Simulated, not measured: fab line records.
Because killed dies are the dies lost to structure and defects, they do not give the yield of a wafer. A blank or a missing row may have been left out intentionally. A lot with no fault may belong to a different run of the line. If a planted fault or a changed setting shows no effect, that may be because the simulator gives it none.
fab line records | flow n5Finfet
record lots=13 wafers=31 lastDay=18
route steps=1938 shown BEOL_M1@825 BEOL_M2@856 PASSIVATION@1936
lots that met no fault: from a run of the same line without faults
startH: start of the lot's first displayed wafer, in hours after the record's first day | waitH: hours from the lot's prior step to this one | " unchanged from the row above | L1.1+2: one row covering several wafers at once | - either no value or no given start | * or withheld: withheld | < > ~ a bound
route shown NAME@n: a module of which the file shows steps, and the number in the route of the first | usual: average and standard deviation across the fault-free wafers | same: alike in all rows | chamber/n: place in a boat | sites: each site's reading | _std_site: standard deviation of those values | _edge_site: mean of outer sites minus mean of inner sites | radiusMm: for every site, how far away it sits from the centre of the wafer | mask NAME#n: copy n | behind: tool/chamber where the wafer was last shaped | hold: what put the lot on hold/how long, in hours/how the hold closed | device: whichever transistor did not switch (one of n, p or np) | end of line: tests of these same wafers at the route's end | where a step has no rows: the recipe by itself | killed: dies lost to structure and defects at the first sort, not the wafer's yield | map: per-die view of a wafer (x killed, . not killed, _ where there is no die)
set.NAME: the setting the step ran with; set.NAME@STEP: the setting that earlier step ran with | model.NAME: the simulator's own value behind a step, which no gauge read
the route's steps for a sample of lots (tables are steps, rows are wafers)
services: a tool's chamber out of use, with start hour (startH, from the record's first day; less than 0 if before it), hours out, and reason
## steps
# step N5_BEOL_M1_ANNEAL_91
# recipe tempC=400 timeS=240 ambient=vacuum
# usual heaterPowerW=817/96 susceptor_temp_C_max=400.9/0.34
# columns lot.wafer tool chamber startH waitH heaterPowerW susceptor_temp_C_max
L232.2 pvdSputter-02 - 159.76 0.0 909 400.5
L232.3 " - " " 722 400.6
L232.4 " - " " 782 400.8
L233.1 pvdSputter-02 - 162.49 0.0 748 401.3
L233.3 " - " " 745 400.9
L233.5 " - " " 789 400.7
L236.2 pvdSputter-01 - 185.21 0.0 616 401.4
L236.5 " - " " 733 400.9
L236.6 " - " " 932 400.4
L235.1 pvdSputter-01 - 188.04 0.0 613 401.0
L235.4 " - " " 930 401.1
L235.5 " - " " 626 401.2
L237.1 pvdSputter-02 - 194.94 0.0 918 401.0
L237.4 " - " " 741 400.9
L237.5 " - " " 764 400.6
L241.1 pvdSputter-02 - 227.74 0.0 773 401.3
L241.2 " - " " 922 401.1
L241.6 " - " " 771 401.2
L242.1 pvdSputter-03 - 227.80 0.0 857 400.8
L242.2 " - " " 885 401.5
L242.4 " - " " 807 401.0
L243.1 pvdSputter-03 - 230.87 0.0 867 400.6
L245.1 pvdSputter-03 - 237.84 0.0 828 400.9
L244.1 pvdSputter-01 - 245.11 0.0 615 401.4
L248.3 pvdSputter-02 - 253.82 0.0 795 400.9
L249.1 pvdSputter-01 - 258.71 0.0 915 401.2
L249.2 " - " " 959 400.7
L249.5 " - " " 723 401.1
L250.1 pvdSputter-01 - 285.89 0.0 909 401.2
L250.4 " - " " 952 401.0
L250.6 " - " " 604 401.0
# step N5_BEOL_M1_SPUTTER_94
# recipe material=Cu targetThkA=45 tempC=-20 chamberPressurePa=0.07 powerW=withheld timeS=8.29
# usual throttleValvePct=30.1/1
# columns lot.wafer tool chamber startH waitH throttleValvePct
L232.2 pvdSputter-02 - 160.12 0.1 31.1
L232.3 " - " " 29.7
L232.4 " - " " 30.4
L233.1 pvdSputter-02 - 162.85 0.1 30.7
L233.3 " - " " 29.7
L233.5 " - " " 28.3
L236.2 pvdSputter-01 - 185.57 0.1 29.7
L236.5 " - " " 31.9
L236.6 " - " " 29.7
L235.1 pvdSputter-01 - 188.40 0.1 30.1
L235.4 " - " " 29.7
L235.5 " - " " 30.0
L237.1 pvdSputter-02 - 195.30 0.1 31.0
L237.4 " - " " 30.6
L237.5 " - " " 30.7
L241.1 pvdSputter-02 - 228.10 0.1 28.6
L241.2 " - " " 31.2
L241.6 " - " " 28.5
L242.1 pvdSputter-03 - 228.16 0.1 31.2
L242.2 " - " " 28.5
L242.4 " - " " 30.1
L243.1 pvdSputter-03 - 231.23 0.1 31.3
L245.1 pvdSputter-03 - 238.20 0.1 30.0
L244.1 pvdSputter-01 - 245.47 0.1 30.0
L248.3 pvdSputter-02 - 254.18 0.1 28.3
L249.1 pvdSputter-01 - 259.07 0.1 29.9
L249.2 " - " " 29.5
L249.5 " - " " 32.1
L250.1 pvdSputter-01 - 286.25 0.1 29.6
L250.4 " - " " 29.5
L250.6 " - " " 30.0
# step N5_BEOL_M1_CO_CAP_55
# recipe material=Co targetThkA=20 tempC=200 precursor=CCTBA/H2 pressureTorr=30 timeS=102.1
# usual heaterPowerW=236/25
# columns lot.wafer tool chamber startH waitH heaterPowerW
L232.2 cvdCo-01 2 162.21 0.0 228
L232.3 " 1 " " 265
L232.4 " 2 " " 232
L233.1 cvdCo-01 0 163.95 0.0 191
L233.3 " 1 " " 270
L233.5 " 2 " " 225
L236.2 cvdCo-02 2 186.65 0.0 244
L236.5 " 1 " " 239
L236.6 " 0 " " 246
L235.1 cvdCo-02 2 189.49 0.0 239
L235.4 " 0 " " 247
L235.5 " 2 " " 241
L237.1 cvdCo-01 1 196.38 0.0 277
L237.4 " 0 " " 194
L237.5 " 1 " " 273
L242.1 cvdCo-02 2 229.24 0.0 241
L242.2 " 0 " " 253
L242.4 " 0 " " 252
L241.1 cvdCo-01 0 229.45 0.0 191
L241.2 " 2 " " 223
L241.6 " 1 " " 269
L243.1 cvdCo-01 1 232.78 0.0 270
L245.1 cvdCo-01 2 239.29 0.0 225
L244.1 cvdCo-02 0 246.55 0.0 247
L248.3 cvdCo-02 0 255.55 0.0 246
L249.1 cvdCo-02 2 260.15 0.0 241
L249.2 " 0 " " 247
L249.5 " 0 " " 248
L250.1 cvdCo-02 2 287.33 0.0 242
L250.4 " 1 " " 232
L250.6 " 2 " " 243
# step N5_BEOL_M1_PRE_CLEAN_56
# recipe gas=NH3 timeS=15 tempC=withheld rfPowerW=300
# usual rfFwdPowerW=295.0/1.6
# columns lot.wafer tool chamber startH waitH rfFwdPowerW
L232.2 pecvd-04 2 162.30 0.1 295.3
L232.3 " 0 " " 295.6
L232.4 " 2 " " 296.2
L233.1 pecvd-01 1 164.04 0.1 296.3
L233.3 " 2 " " 297.2
L233.5 " 0 " " 294.0
L236.2 pecvd-04 1 186.74 0.1 294.5
L236.5 " 0 " " 295.9
L236.6 " 1 " " 293.3
L235.1 pecvd-04 2 189.58 0.1 294.6
L235.4 " 2 " " 295.0
L235.5 " 0 " " 296.5
L237.1 pecvd-04 0 196.48 0.1 294.5
L237.4 " 2 " " 293.8
L237.5 " 0 " " 296.0
L242.1 pecvd-01 1 229.34 0.1 294.4
L242.2 " 0 " " 295.6
L242.4 " 2 " " 296.2
L241.1 pecvd-01 1 229.55 0.1 295.1
L241.2 " 0 " " 292.3
L241.6 " 2 " " 298.4
L243.1 pecvd-01 2 232.87 0.1 296.5
L245.1 pecvd-01 2 239.38 0.1 297.7
L244.1 pecvd-01 2 246.64 0.1 296.9
L248.3 pecvd-01 2 255.64 0.1 296.4
L249.1 pecvd-02 2 260.26 0.1 295.1
L249.2 " 0 " " 292.1
L249.5 " 2 " " 295.2
L250.1 pecvd-02 2 287.42 0.1 295.5
L250.4 " 0 " " 295.3
L250.6 " 2 " " 295.6
# step N5_BEOL_M1_INSPECT_59
# recipe inspectInstrument=darkfield mode=postDep
# usual rawDefectCount=61/18
# columns lot.wafer tool chamber startH waitH rawDefectCount
L232.2 defectInspect-01 - 162.42 0.0 34
L232.3 " - " " 58
L232.4 " - " " 34
L233.1 defectInspect-01 - 164.16 0.0 59
L233.3 " - " " 57
L233.5 " - " " 84
L236.2 defectInspect-01 - 186.86 0.0 32
L236.5 " - " " 58
L236.6 " - " " 38
L235.1 defectInspect-01 - 189.70 0.0 55
L235.4 " - " " 49
L235.5 " - " " 67
L237.1 defectInspect-01 - 196.60 0.0 59
L237.4 " - " " 40
L237.5 " - " " 86
L242.1 defectInspect-02 - 229.45 0.0 65
L242.2 " - " " 100
L242.4 " - " " 66
L241.1 defectInspect-01 - 229.66 0.0 46
L241.2 " - " " 49
L241.6 " - " " 67
L243.1 defectInspect-02 - 232.99 0.0 678
L245.1 defectInspect-01 - 239.51 0.0 579
L244.1 defectInspect-01 - 246.76 0.0 565
L248.3 defectInspect-01 - 255.76 0.0 595
L249.1 defectInspect-02 - 260.37 0.0 43
L249.2 " - " " 64
L249.5 " - " " 49
L250.1 defectInspect-01 - 287.54 0.0 46
L250.4 " - " " 63
L250.6 " - " " 63
# step N5_BEOL_M2_INSPECT_13
# recipe mode=adi inspectInstrument=brightfield
# usual rawDefectCount=396/100
# columns lot.wafer tool chamber startH waitH rawDefectCount
L232.2 defectInspect-01 - 164.20 0.0 243
L232.3 " - " " 244
L232.4 " - " " 348
L233.1 defectInspect-01 - 165.32 0.1 373
L233.3 " - " " 343
L233.5 " - " " 430
L236.2 defectInspect-02 - 189.27 0.0 410
L236.5 " - " " 638
L236.6 " - " " 487
L235.1 defectInspect-01 - 192.79 0.1 350
L235.4 " - " " 242
L235.5 " - " " 367
L237.1 defectInspect-02 - 197.28 0.1 386
L237.4 " - " " 542
L237.5 " - " " 549
L242.1 defectInspect-01 - 231.25 0.1 351
L242.2 " - " " 423
L242.4 " - " " 396
L241.1 defectInspect-02 - 231.42 0.1 356
L241.2 " - " " 391
L241.6 " - " " 568
L243.1 defectInspect-01 - 236.37 0.1 991
L245.1 defectInspect-02 - 240.32 0.1 1073
L244.1 defectInspect-02 - 247.71 0.1 901
L248.3 defectInspect-02 - 257.37 0.0 964
L249.1 defectInspect-01 - 262.01 0.1 415
L249.2 " - " " 304
L249.5 " - " " 345
L250.1 defectInspect-02 - 289.39 0.1 260
L250.4 " - " " 233
L250.6 " - " " 334
# step N5_BEOL_M2_INSPECT_30
# recipe mode=adi inspectInstrument=brightfield
# usual rawDefectCount=398/96
# columns lot.wafer tool chamber startH waitH rawDefectCount
L232.2 defectInspect-02 - 165.23 0.0 285
L232.3 " - " " 293
L232.4 " - " " 423
L233.1 defectInspect-01 - 166.20 0.1 370
L233.3 " - " " 336
L233.5 " - " " 430
L236.2 defectInspect-01 - 190.43 0.0 360
L236.5 " - " " 585
L236.6 " - " " 401
L235.1 defectInspect-01 - 193.81 0.1 353
L235.4 " - " " 236
L235.5 " - " " 365
L237.1 defectInspect-01 - 198.15 0.1 369
L237.4 " - " " 468
L237.5 " - " " 475
L242.1 defectInspect-01 - 232.13 0.1 362
L242.2 " - " " 416
L242.4 " - " " 400
L241.1 defectInspect-01 - 232.31 0.1 316
L241.2 " - " " 326
L241.6 " - " " 494
L243.1 defectInspect-01 - 237.37 0.1 975
L245.1 defectInspect-01 - 241.43 0.1 1008
L244.1 defectInspect-02 - 250.10 0.1 925
L248.3 defectInspect-01 - 258.28 0.0 901
L249.1 defectInspect-01 - 262.89 0.1 391
L249.2 " - " " 334
L249.5 " - " " 330
L250.1 defectInspect-02 - 290.40 0.1 246
L250.4 " - " " 259
L250.6 " - " " 341
# step N5_PASSIVATION_PROBE_49
# usual defectLimitedYield=91.2/1.5 killed_at_M0_to_M3=32/9.6 killed_at_M4_up=13/5.3 killedAtContacts=13/6.7 killedAtFrontEnd=42/11 killedAtOther=3.8/2.9 killedDies=103/17 killedOpen=67/13 killedShort=35/7.9 sort_bin_5_function=5.2/0.94 sort_bin_6_memory=3.3/0.64 sortNPass=1077/17 sortYieldPct=91.2/1.5
# same grossDies=1180 killedAtBackSide=0 sort_bin_4_leakage[%]=0 sort_bin_8_speed[%]=0
# columns lot.wafer tool chamber startH waitH defectLimitedYield[%] killed_at_M0_to_M3 killed_at_M4_up killedAtContacts killedAtFrontEnd killedAtOther killedDies killedOpen killedShort sort_bin_5_function[%] sort_bin_6_memory[%] sortNPass sortYieldPct[%]
L241.1 prober-01 - 378.37 0.0 88.7 45 12 6 56 14 133 86 45 5.6 4.8 1047 88.7
L241.2 prober-01 - 378.42 0.1 88.9 54 13 12 47 5 131 86 45 6.1 4.4 1049 88.9
L241.6 prober-01 - 378.62 0.3 89.2 39 21 12 49 6 127 89 38 6.7 3.6 1053 89.2
# killed by level:class
L241.1 FIN_SAQP:geometricParticle:open=24 BEOL_M3:geometricParticle:open=13 FIN_SAQP:geometricParticle:short=10 BEOL_M1:geometricParticle:open=10 STI_FIN_REVEAL:geometricParticle:open=8 BEOL_M3:geometricParticle:short=7 MOL_CONTACT_COAG:geometricParticle:open=5 PAD_METAL:geometricParticle:short=5
L241.2 STI_FIN_REVEAL:geometricParticle:open=22 BEOL_M1:geometricParticle:open=21 BEOL_M0:geometricParticle:short=11 FIN_SAQP:geometricParticle:open=10 BEOL_M0_SAQP:geometricParticle:short=8 MOL_CONTACT_COAG:geometricParticle:open=7 BEOL_M5:geometricParticle:open=6 MOL_CONTACT_COAG:geometricParticle:short=5
L241.6 FIN_SAQP:geometricParticle:open=16 BEOL_M1:geometricParticle:open=13 MOL_CONTACT_COAG:geometricParticle:open=11 FIN_SAQP:geometricParticle:short=10 BEOL_M2:geometricParticle:open=8 BEOL_M4:geometricParticle:open=8 GATE_CUT:geometricParticle:short=5 BEOL_M0_SAQP:geometricParticle:short=5
## services
# columns tool chamber startH hours kind
pvdSputter-02 - 137.70 5.1 repair
pecvd-01 2 144.48 5.0 scheduledDown
pecvd-02 - 146.23 95.5 repair
cvdCo-02 - 160.29 14.6 pm
pecvd-04 0 166.73 2.1 scheduledDown
pecvd-01 0 168.39 5.5 scheduledDown
cvdCo-01 - 201.25 2.8 pm
pecvd-04 0 228.16 5.5 scheduledDown
cvdCo-02 0 240.22 3.9 repair
cvdCo-01 - 263.83 0.6 repair
pvdSputter-03 - 271.86 1.3 repair
## key
firstSign step=N5_BEOL_M1_INSPECT_59 reading=rawDefectCount direction=up sigmas=30 usual=61 struck=604
effect step=N5_BEOL_M2_INSPECT_13 reading=rawDefectCount direction=up sigmas=5.8 usual=396 struck=982
effect step=N5_BEOL_M2_INSPECT_30 reading=rawDefectCount direction=up sigmas=5.8 usual=398 struck=952
metAt N5_BEOL_M1_PRE_CLEAN_56
struckLots L243,L244,L245,L248
struckWafers L243.1,L244.1,L245.1,L248.3
rowsEnd L243.1,L244.1,L245.1,L248.3
notActingAt N5_BEOL_M1_ANNEAL_91,N5_BEOL_M1_SPUTTER_94,N5_BEOL_M1_CO_CAP_55
onsetBetween 229.55 232.87
fault kind=chamberParticleSource tool=pecvd-01 chamber=2 onsetH=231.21 steps=N5_BEOL_M1_PRE_CLEAN_56 ratePerVisitCm2=0.8493
# rowsEnd: these wafers met a further fault down the route, and their rows from its step on are left out
